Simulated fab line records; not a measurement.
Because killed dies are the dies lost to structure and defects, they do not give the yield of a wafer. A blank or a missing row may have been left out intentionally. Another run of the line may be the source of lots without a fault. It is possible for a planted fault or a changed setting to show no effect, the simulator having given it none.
Matching of chambers :: flow n5Finfet :: N5_FIN_SAQP_SPACER1_ETCHBACK_25 on rieDiel-05: 4 sister chambers
The step etches SiO2 in CHF3/O2, target depth 24.4 nm, time 12.2 s. 8 wafers are shown with their chamber, then 11 later ones without.

== EACH WAFER AND ITS CHAMBER ==
wafer: L079.1
chamber: 1
throttleValvePct (%): 18.99
rfVppV (V): 536

wafer: L079.3
chamber: 2
throttleValvePct (%): 18.57
rfVppV (V): 534

wafer: L086.2
chamber: 2
throttleValvePct (%): 18.59
rfVppV (V): 536

wafer: L086.5
chamber: 0
throttleValvePct (%): 19.17
rfVppV (V): 532

wafer: L089.1
chamber: 3
throttleValvePct (%): 18.59
rfVppV (V): 516

wafer: L089.5
chamber: 0
throttleValvePct (%): 19.19
rfVppV (V): 533

wafer: L089.6
chamber: 1
throttleValvePct (%): 19.01
rfVppV (V): 535

wafer: L090.2
chamber: 3
throttleValvePct (%): 18.59
rfVppV (V): 515

== WAFERS WHOSE CHAMBER IS MISSING ==
wafer: L090.5
throttleValvePct (%): 18.60
rfVppV (V): 535

wafer: L090.6
throttleValvePct (%): 18.59
rfVppV (V): 515

wafer: L091.1
throttleValvePct (%): 19.20
rfVppV (V): 534

wafer: L091.2
throttleValvePct (%): 18.63
rfVppV (V): 535

wafer: L091.6
throttleValvePct (%): 19.19
rfVppV (V): 533

wafer: L092.1
throttleValvePct (%): 18.59
rfVppV (V): 516

wafer: L092.3
throttleValvePct (%): 19.18
rfVppV (V): 530

wafer: L092.4
throttleValvePct (%): 19.01
rfVppV (V): 535

wafer: L097.1
throttleValvePct (%): 18.63
rfVppV (V): 515

wafer: L097.3
throttleValvePct (%): 19.21
rfVppV (V): 531

wafer: L097.5
throttleValvePct (%): 19.04
rfVppV (V): 536

== CHAMBER TAKEN BY EACH ==
wafer: L090.5
from the rows above: 2
in truth: 2

wafer: L090.6
from the rows above: 3
in truth: 3

wafer: L091.1
from the rows above: 0
in truth: 0

wafer: L091.2
from the rows above: 2
in truth: 2

wafer: L091.6
from the rows above: 0
in truth: 0

wafer: L092.1
from the rows above: 3
in truth: 3

wafer: L092.3
from the rows above: 0
in truth: 0

wafer: L092.4
from the rows above: 1
in truth: 1

wafer: L097.1
from the rows above: 3
in truth: 3

wafer: L097.3
from the rows above: 0
in truth: 0

wafer: L097.5
from the rows above: 1
in truth: 1
11 of 11 placed correctly. Not placeable from these rows: 0. Number placed wrongly: 0.
How it was worked out, from the rows above alone: a wafer's distance from a chamber is the root of the sum, over the readings, of the square of ((its reading less the chamber's mean) divided by the reading's scatter). The wafer belongs to the nearest chamber; if the next one is less than 2 further off, it can't be placed. For every chamber, the mean is computed from those of its wafers that are shown. The scatter: take each reading less its chamber's mean, square it, sum over the shown wafers, divide by the number of wafers less the number of chambers, and take the root.
